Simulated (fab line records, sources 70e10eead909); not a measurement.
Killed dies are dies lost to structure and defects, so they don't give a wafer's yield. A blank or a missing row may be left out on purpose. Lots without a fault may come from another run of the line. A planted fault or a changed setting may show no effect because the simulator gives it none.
Which tool did it? | flow nand_harc | 14 lots, 42 wafers sampled, at 4 steps of a route of 1302

WHAT THE GAUGES READ, wafer by wafer
NHARC_A_CONTACT_CD_MEAS_53.
lot  | measured     | on        | cd_nm (nm)
L742 | day 21 21:44 | cd_sem-01 | 289.8 290.2 290.1
L743 | day 22 10:39 | cd_sem-02 | 290.0 289.0 289.5
L745 | day 22 15:34 | cd_sem-03 | 289.9 289.6 289.8
L744 | day 22 23:11 | cd_sem-02 | 289.1 288.8 289.2
L748 | day 23 15:56 | cd_sem-02 | 288.5 288.5 288.6
L750 | day 24 05:23 | cd_sem-03 | 290.5 289.6 290.1
L749 | day 24 20:12 | cd_sem-03 | 287.0 286.8 287.8
L751 | day 25 09:02 | cd_sem-02 | 289.2 290.5 289.9
L752 | day 25 14:28 | cd_sem-03 | 289.0 289.7 289.7
L754 | day 25 23:31 | cd_sem-03 | 288.5 289.0 289.1
L753 | day 26 00:23 | cd_sem-02 | 289.4 289.2 289.9
L759 | day 28 18:53 | cd_sem-01 | 289.5 289.2 289.3
L761 | day 29 11:43 | cd_sem-03 | 289.9 290.8 290.4
L764 | day 30 16:07 | cd_sem-01 | 289.9 289.7 289.5

NHARC_A_CONTACT_OVL_MEAS_70.
lot  | measured     | on         | overlay_x_nm (nm) | overlay_y_nm (nm)
L742 | day 22 03:52 | overlay-02 | 0.0 0.2 0.2       | -0.2 0.2 -0.6
L743 | day 22 15:43 | overlay-01 | 0.4 0.5 0.7       | -0.4 0.0 -0.1
L745 | day 22 21:16 | overlay-02 | 0.2 -0.1 0.1      | -0.9 -0.8 -0.2
L744 | day 23 04:12 | overlay-02 | -1.2 -0.6 -1.2    | -0.6 0.0 0.1
L748 | day 23 20:47 | overlay-01 | -0.6 -0.5 -0.9    | -1.1 -1.5 -0.9
L750 | day 24 10:31 | overlay-02 | -0.4 -0.6 -0.4    | -0.5 -0.6 -0.3
L749 | day 25 01:12 | overlay-01 | -0.1 -0.4 0.0     | 0.0 -0.5 0.0
L751 | day 25 14:28 | overlay-02 | -1.2 -1.3 -1.4    | 0.9 1.5 1.3
L752 | day 25 22:05 | overlay-02 | -0.3 0.1 -0.6     | -0.1 -0.2 0.0
L754 | day 26 04:35 | overlay-02 | -0.3 -0.2 -0.1    | 0.3 0.7 0.3
L753 | day 26 05:25 | overlay-01 | -1.2 -1.1 -1.0    | -1.1 -0.9 -0.6
L759 | day 29 00:16 | overlay-02 | 1.1 0.9 1.4       | 0.4 0.7 0.6
L761 | day 29 21:10 | overlay-01 | 0.9 0.6 1.5       | -0.8 -0.7 -1.2
L764 | day 30 21:44 | overlay-01 | -0.6 -0.3 -1.0    | 0.0 -0.6 -0.4

WHICH TOOL RAN EACH LOT (tool, then ch and the chambers of the sampled wafers, then the start)
lot  | NHARC_A_CONTACT_ETCH_120             | NHARC_A_CONTACT_SOFTBAKE_64
L742 | har_cap_etch-03 ch 0,1, day 21 20:03 | litho_track-04 ch 0, day 22 03:00
L743 | har_cap_etch-03 ch 0,1, day 22 08:58 | litho_track-04 ch 0, day 22 15:00
L745 | har_cap_etch-01 ch 0,1, day 22 13:35 | litho_track-01 ch 0, day 22 20:00
L744 | har_cap_etch-03 ch 0,1, day 22 21:30 | litho_track-04 ch 0, day 23 03:00
L748 | har_cap_etch-01 ch 0,1, day 23 14:17 | litho_track-06 ch 0, day 23 20:00
L750 | har_cap_etch-02 ch 0,1, day 24 03:40 | litho_track-01 ch 0, day 24 09:00
L749 | har_cap_etch-02 ch 0,1, day 24 18:31 | litho_track-01 ch 0, day 25 00:00
L751 | har_cap_etch-02 ch 0,1, day 25 07:22 | litho_track-06 ch 0, day 25 14:00
L752 | har_cap_etch-03 ch 1, day 25 12:43   | litho_track-01 ch 0, day 25 21:00
L754 | har_cap_etch-01 ch 0,1, day 25 21:42 | litho_track-06 ch 0, day 26 04:00
L753 | har_cap_etch-03 ch 0,1, day 25 22:32 | litho_track-01 ch 0, day 26 04:00
L759 | har_cap_etch-02 ch 0,1, day 28 17:13 | litho_track-04 ch 0, day 28 23:00
L761 | har_cap_etch-03 ch 0,1, day 29 10:06 | litho_track-04 ch 0, day 29 20:00
L764 | har_cap_etch-01 ch 0,1, day 30 14:25 | litho_track-04 ch 0, day 30 21:00
- NHARC_A_CONTACT_ETCH_120: etches the open film in C4F8/O2/Ar, time 190 s, target depth 1850 nm.
- NHARC_A_CONTACT_SOFTBAKE_64: time 55 s.

WHAT THE TOOLS THEMSELVES READ (means of the sampled wafers that have a number; where no wafer has one, the mark that the record gives instead)
NHARC_A_CONTACT_SOFTBAKE_64.
lot  | tool           | chill_plate_temp_C (C) | heater_power_total_W (W)
L742 | litho_track-04 | 22.91                  | 188.37
L743 | litho_track-04 | 23.00                  | 188.50
L745 | litho_track-01 | 23.16                  | 188.64
L744 | litho_track-04 | 23.02                  | 188.49
L748 | litho_track-06 | 23.05                  | 188.48
L750 | litho_track-01 | 22.86                  | 188.37
L749 | litho_track-01 | 22.96                  | 188.40
L751 | litho_track-06 | 23.02                  | 188.51
L752 | litho_track-01 | 23.03                  | 188.53
L754 | litho_track-06 | 23.05                  | 188.35
L753 | litho_track-01 | 22.88                  | 188.32
L759 | litho_track-04 | 23.07                  | 188.44
L761 | litho_track-04 | 22.97                  | 191.74
L764 | litho_track-04 | 22.89                  | 194.89

THE ANSWER, worked out from the rows above alone
Rule: what is usual is taken from the lots themselves. Put in order of their means at a reading, lots are off if they are a third of the lots or fewer, leave a main group of 4 or more, and stand apart from it by a gap of 3 or more times the standard deviation of the main group's means; of several such gaps the widest counts. A main group whose means are all the same, to the digits that the tables above print for the reading, isn't used. A lot without any number at a reading at which 4 lots or more have one is off too. The other lots that the step has rows for count as sound. The gauges are gone through in route order, then the tools' own readings, and for those a lot's mean is taken as printed above. The first step at which some lot is off is used, and at that step the reading that is off furthest; a lot without a number counts as furthest.
Off: L761, L764, at NHARC_A_CONTACT_SOFTBAKE_64 (heater_power_total_W). The main group: mean 188.45 W, standard deviation 0.088.
A tool fits if, at that step or a process step before it, it ran every lot that is off, and no sound lot after the first of them. One fits: litho_track-04 at NHARC_A_CONTACT_SOFTBAKE_64. Its last sound lot is L759 (day 28 23:00), its first lot that is off L761 (day 29 20:00): a fault that began between those two fits.
The tool's own readings at NHARC_A_CONTACT_SOFTBAKE_64 bear it out: on the lots that are off they differ by more than 5 times the standard deviation of the sound lots' means. heater_power_total_W reads 193.31 W there against 188.45 W on the sound lots.

WHAT THE SIMULATOR HAD PUT IN
Process parameter drift: litho_track-04, from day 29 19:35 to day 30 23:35, at NHARC_A_CONTACT_SOFTBAKE_64. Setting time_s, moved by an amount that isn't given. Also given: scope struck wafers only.
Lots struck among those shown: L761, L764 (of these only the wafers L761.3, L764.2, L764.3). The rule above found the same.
